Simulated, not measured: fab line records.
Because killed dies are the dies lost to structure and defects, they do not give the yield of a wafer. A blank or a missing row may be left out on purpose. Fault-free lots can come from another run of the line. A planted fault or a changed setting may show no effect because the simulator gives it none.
A single fault, viewed from 3 desks || flow n5Finfet || each desk holds nothing but its own numbers, with what lay behind them at the end

## FROM THE METROLOGY DESK
Lot by lot, what the gauges showed, no matter which tool ran the lot: averages of those sampled wafers that carry a number. A lot is out of limits, marked OUT, if its mean lies more than 4 standard deviations from the usual mean; the brackets give that distance. Of its 11 readings 7 are shown: those that lie furthest out on some lot.
Columns: A = M4_OVL at N5_BEOL_M4_OVL_MEAS_12, usual -0.5 nm; B = DIBL_N at N5_BEOL_M4_RC_MEAS_101, usual 35.9 mV/V; C = IOFF_P at N5_BEOL_M4_RC_MEAS_101, usual 0.21 nA/um; D = ION_N at N5_BEOL_M4_RC_MEAS_101, usual 674 uA/um; E = SS_N at N5_BEOL_M4_RC_MEAS_101, usual 71.3 mV/dec; F = SS_P at N5_BEOL_M4_RC_MEAS_101, usual 73.1 mV/dec; G = VT_P at N5_BEOL_M4_RC_MEAS_101, usual -251 mV
{"lot": "L632", "first seen here": "day 7 06:00", "A": -0.6, "B": 34.9, "C": 0.20, "D": 675, "E": 71.4, "F": 73.5, "G": -251}
{"lot": "L637", "first seen here": "day 8 06:53", "A": -0.4, "B": 35.2, "C": 0.20, "D": 668, "E": 70.8, "F": 72.7, "G": -249}
{"lot": "L638", "first seen here": "day 8 22:51", "A": -0.9, "B": 37.6, "C": 0.23, "D": 684, "E": 71.8, "F": 72.7, "G": -249}
{"lot": "L641", "first seen here": "day 10 03:13", "A": 0.7, "B": 34.8, "C": 0.16, "D": 677, "E": 70.9, "F": 73.3, "G": -255}
{"lot": "L642", "first seen here": "day 10 17:14", "A": -1.1, "B": 34.1, "C": 0.15, "D": 657, "E": 70.4, "F": 72.6, "G": -256}
{"lot": "L647", "first seen here": "day 11 11:14", "A": -0.5, "B": 35.5, "C": 0.22, "D": 678, "E": 71.6, "F": 74.1, "G": -250}
{"lot": "L649", "first seen here": "day 11 21:00", "A": -1.6, "B": 33.3, "C": 0.18, "D": 669, "E": 70.6, "F": 71.9, "G": -250}
{"lot": "L648", "first seen here": "day 12 01:49", "A": -0.7, "B": 37.0, "C": 0.20, "D": 676, "E": 71.6, "F": 73.6, "G": -252}
Result from this desk: across the 8 lots, nothing is out of limits.

## THE DEFECT DESK
Counts from the inspections along the route, per lot, as means over the sampled wafers that have a number. A lot is out of limits, marked OUT, if its mean lies more than 4 standard deviations from the usual mean; the brackets give that distance.
Columns: A = rawDefectCount at N5_BEOL_M4_INSPECT_13, usual 391; B = rawDefectCount at N5_BEOL_M4_INSPECT_30, usual 392
{"lot": "L632", "first seen here": "day 7 06:03", "A": 330, "B": 328}
{"lot": "L637", "first seen here": "day 8 06:55", "A": 289, "B": 294}
{"lot": "L638", "first seen here": "day 8 22:54", "A": 322, "B": 323}
{"lot": "L641", "first seen here": "day 10 03:16", "A": 385, "B": 406}
{"lot": "L642", "first seen here": "day 10 17:18", "A": 365, "B": 362}
{"lot": "L647", "first seen here": "day 11 11:17", "A": 368, "B": 370}
{"lot": "L649", "first seen here": "day 11 21:04", "A": 571, "B": 585}
{"lot": "L648", "first seen here": "day 12 01:52", "A": 393, "B": 403}
Result from this desk: across the 8 lots, nothing is out of limits.

## FOR THE TOOL OWNER'S DESK: pecvd-04
The tool's own readings at N5_BEOL_M4_PECVD_72 (deposits SiO2 from TEOS/O2, target thk 16 nm, time 18 s): means of the sampled wafers that have a number, for each lot that ran on this tool. A lot is out of limits, marked OUT, if its mean lies more than 4 standard deviations from the usual mean; the brackets give that distance.
Columns: A = heaterPowerW at N5_BEOL_M4_PECVD_72, usual 669 W; B = showerheadPlenumPTorr at N5_BEOL_M4_PECVD_72, usual 8.77 Torr; C = throttleValvePct at N5_BEOL_M4_PECVD_72, usual 21.9 %
{"lot": "L632", "first seen here": "day 7 05:28", "A": 677, "B": 8.75, "C": 22.4}
{"lot": "L642", "first seen here": "day 10 16:29", "A": 649, "B": 8.72, "C": 22.1}
{"lot": "L649", "first seen here": "day 11 19:55", "A": 706, "B": 8.72, "C": 22.0}
Result from this desk: across the 3 lots, nothing is out of limits.

## BROUGHT TOGETHER
Metrology desk: nothing out of limits seen.
Nothing the defect desk looked at was out of limits.
The desk of the tool owner found nothing out of limits.

## WHAT HAD BEEN PUT IN BY THE SIMULATOR
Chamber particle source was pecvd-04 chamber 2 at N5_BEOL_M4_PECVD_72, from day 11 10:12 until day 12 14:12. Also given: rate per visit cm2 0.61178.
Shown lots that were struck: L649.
